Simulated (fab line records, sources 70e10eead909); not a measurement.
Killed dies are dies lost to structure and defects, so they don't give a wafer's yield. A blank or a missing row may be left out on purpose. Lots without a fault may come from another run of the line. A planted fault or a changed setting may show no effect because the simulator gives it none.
fab line records | flow nand_harc
record lots=5 wafers=15 last_day=23
route steps=1159 shown A_SOURCE_PLATE@417 A_ONON_D1@424
lots that met no fault: from a run of the same line without faults
start_h: hours from the record's first day to the start of the lot's first wafer shown | wait_h: hours since the lot's step before | " the same as in the row above | L1.1+2: a row that stands for several wafers | - no value, or no start given | * or withheld: withheld | < > ~ a bound
route shown NAME@n: a module of which the file shows steps, and the number in the route of the first | usual: mean/standard deviation of fault-free wafers | same: alike in all rows | chamber/n: place in a boat | sites: the reading at each site | _std_site: their standard deviation | _edge_site: outer sites' mean less inner sites' | radius_mm: how far each site lies from the wafer's centre | mask NAME#n: copy n | behind: the tool/chamber that last shaped the wafer | hold: why the lot was held/for how many hours/how that ended | device: the transistor (n, p or np) that didn't switch | end of line: the same wafers' tests at the end of the route | a step without rows: its recipe alone | killed: dies lost to structure and defects at the first sort, not the wafer's yield | map: a wafer's dies, x killed, . not, _ none there
set.NAME: the setting as run; set.NAME@STEP: as run at that earlier step | model.NAME: the simulator's own value behind a step, which no gauge read
lots at some steps of the route; a table a step, a row a wafer
services: from which hour (start_h, from the record's first day; less than 0 if before it) a tool's chamber was out of use, for how many hours, and why
## steps
# step NHARC_A_SOURCE_PLATE_PVD_04
# recipe target_thk_a=500 material=WSi2
# columns lot.wafer tool chamber start_h wait_h
L074.1+3+5 pvd_sputter-02 - 137.71 0.1
L078.4+2+1 pvd_sputter-03 - 166.76 0.1
L087.2+3+5 pvd_sputter-03 - 218.73 0.1
L086.4+3+5 pvd_sputter-03 - 218.85 0.2
L094.1+4+6 pvd_sputter-03 - 258.69 0.1
# step NHARC_A_SOURCE_PLATE_CVD_03
# recipe target_thk_a=2000 temp_c=620 pressure_mtorr=200 time_s=4000 material=poly-Si
# usual spike_tc_centre_C=620.3/1.6 spike_tc_lower_C=620.0/1.1
# same time_s=4000
# columns lot.wafer tool chamber start_h wait_h spike_tc_centre_C spike_tc_lower_C
L074.1 lpcvd_poly-01 0 140.22 - 622.0 620.2
L074.3 " 0 " " 622.9 619.0
L074.5 " 0 " " 622.5 621.7
L078.1 lpcvd_poly-01 0 169.28 - 622.7 619.3
L078.2 " 0 " " 624.9 621.2
L078.4 " 0 " " 621.4 620.7
L086.3 lpcvd_poly-04 0 221.42 - 618.2 619.5
L086.4 " 0 " " 618.4 621.2
L086.5 " 0 " " 619.0 618.5
L087.2 lpcvd_poly-04 0 221.42 - 618.3 621.9
L087.3 " 0 " " 617.2 622.0
L087.5 " 0 " " 617.4 622.1
L094.1 lpcvd_poly-02 0 261.20 - 620.8 620.2
L094.4 " 0 " " 619.9 618.0
L094.6 " 0 " " 621.2 620.1
# step NHARC_A_SOURCE_PLATE_ANNEAL_05
# recipe temp_c=850 time_s=1800
# usual spike_tc_centre_C=850.7/0.98 spike_tc_lower_C=849.8/1.7
# same time_s=1800
# columns lot.wafer tool chamber start_h wait_h spike_tc_centre_C spike_tc_lower_C
L074.1 furnace-05 0 147.36 4.0 850.5 850.5
L074.3 " 0 " " 850.4 849.7
L074.5 " 0 " " 851.1 846.9
L078.1 furnace-07 0 175.90 3.5 849.1 848.8
L078.2 " 0 " " 850.5 850.0
L078.4 " 0 " " 851.3 848.7
L086.3 furnace-06 0 227.75 3.2 851.5 851.1
L086.4 " 0 " " 850.6 851.3
L086.5 " 0 " " 852.0 851.4
L087.2 furnace-06 0 227.75 3.2 850.9 852.2
L087.3 " 0 " " 852.2 851.9
L087.5 " 0 " " 851.2 853.3
L094.1 furnace-07 0 268.70 4.4 850.9 850.5
L094.4 " 0 " " 850.1 849.4
L094.6 " 0 " " 852.0 850.5
# step NHARC_A_SOURCE_PLATE_THK_MEAS_06
# recipe thk_meas_gauge=ellipsometry
# usual thk_nm=200.6/2.3
# columns lot.wafer tool chamber start_h wait_h thk_nm
L074.1 film_metro-01 - 151.31 0.4 199.0
L074.3 " - " " 202.6
L074.5 " - " " 201.2
L078.1 film_metro-01 - 179.86 0.4 199.5
L078.2 " - " " 200.3
L078.4 " - " " 199.7
L087.2 film_metro-02 - 231.63 0.4 200.1
L087.3 " - " " 200.0
L087.5 " - " " 203.6
L086.3 film_metro-01 - 231.64 0.4 200.3
L086.4 " - " " 201.0
L086.5 " - " " 204.7
L094.1 film_metro-01 - 272.65 0.4 201.9
L094.4 " - " " 200.0
L094.6 " - " " 202.0
# step NHARC_A_SOURCE_PLATE_INSPECT_08
# usual raw_defect_count=59/25
# columns lot.wafer tool chamber start_h wait_h raw_defect_count
L074.1 defect_inspect-02 - 151.37 0.0 132
L074.3 " - " " 69
L074.5 " - " " 65
L078.1 defect_inspect-01 - 179.96 0.0 70
L078.2 " - " " 80
L078.4 " - " " 64
L087.2 defect_inspect-01 - 231.70 0.0 108
L087.3 " - " " 129
L087.5 " - " " 110
L086.3 defect_inspect-02 - 231.70 0.0 58
L086.4 " - " " 76
L086.5 " - " " 134
L094.1 defect_inspect-02 - 272.72 0.0 67
L094.4 " - " " 99
L094.6 " - " " 88
# step NHARC_A_ONON_D1_DEP_00
# recipe target_thk_a=10000 n2_flow_sccm=2750 n2o_flow_sccm=2000 nh3_flow_sccm=500 sih4_flow_sccm=210 temp_c=400
# columns lot.wafer tool chamber start_h wait_h
L074.1+3+5 pecvd_onon-01 0 151.44 0.1
L078.1+2+4 pecvd_onon-02 0 180.03 0.1
L087.2+3+5 pecvd_onon-04 0 231.82 0.1
L086.3+4+5 pecvd_onon-02 0 231.88 0.2
L094.1+4+6 pecvd_onon-04 0 272.79 0.1
## services
# columns tool chamber start_h hours kind
pvd_sputter-02 - 118.04 4.2 repair
pvd_sputter-02 - 152.93 3.7 repair
pvd_sputter-02 - 162.59 11.5 repair
pecvd_onon-04 - 169.25 8.7 repair
pvd_sputter-02 - 190.13 2.5 repair
pecvd_onon-01 - 195.00 13.0 pm
furnace-06 - 201.50 26.0 pm
pvd_sputter-02 - 214.07 10.0 pm
pecvd_onon-04 - 237.09 13.0 pm
furnace-05 - 245.83 1.5 repair
pvd_sputter-02 - 260.25 2.3 repair
## key
fault none
